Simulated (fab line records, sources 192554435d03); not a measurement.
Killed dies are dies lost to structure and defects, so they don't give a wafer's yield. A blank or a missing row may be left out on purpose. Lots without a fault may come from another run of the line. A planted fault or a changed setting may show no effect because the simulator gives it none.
Chamber matching | flow n5_finfet | N5_BEOL_M14_VIA_ETCH_16 on rie_diel-05: 4 sister chambers
The step etches SiO2 in C4F8/O2/Ar, target depth 1231.3 nm. 4 wafers are shown with their chamber, then 11 later ones without.

WAFERS WITH THEIR CHAMBER
wafer  | chamber | drypump_motor_current_A (A)
L085.2 | 2       | 6.7
L085.4 | 3       | 5.0
L085.5 | 1       | 5.8
L089.1 | 0       | 5.1

WAFERS WITHOUT THEIR CHAMBER
wafer  | drypump_motor_current_A (A)
L089.2 | 6.7
L089.3 | 5.0
L087.3 | 6.8
L087.5 | 5.8
L087.6 | 5.1
L091.2 | 5.1
L091.5 | 6.7
L091.6 | 5.0
L095.2 | 5.0
L095.5 | 5.8
L095.6 | 5.1

WHICH CHAMBER EACH WENT THROUGH
wafer  | from the rows above | in truth
L089.2 | 2                   | 2
L089.3 | 3                   | 3
L087.3 | 2                   | 2
L087.5 | 1                   | 1
L087.6 | 0                   | 0
L091.2 | 0                   | 0
L091.5 | 2                   | 2
L091.6 | 3                   | 3
L095.2 | 3                   | 3
L095.5 | 1                   | 1
L095.6 | 0                   | 0
Placed correctly: 11 of 11. Can't be placed from these rows: 0. Placed wrongly: 0.
How it was worked out, from the rows above alone: a wafer's distance from a chamber is the root of the sum, over the readings, of the square of ((its reading less the chamber's mean) divided by the reading's scatter). The wafer belongs to the nearest chamber; if the next one is less than 2 further off, it can't be placed. A chamber's mean is the mean of its shown wafers. The scatter: with one shown wafer a chamber, the root of the mean of the squares of how far each hidden wafer lies from its nearest shown one.
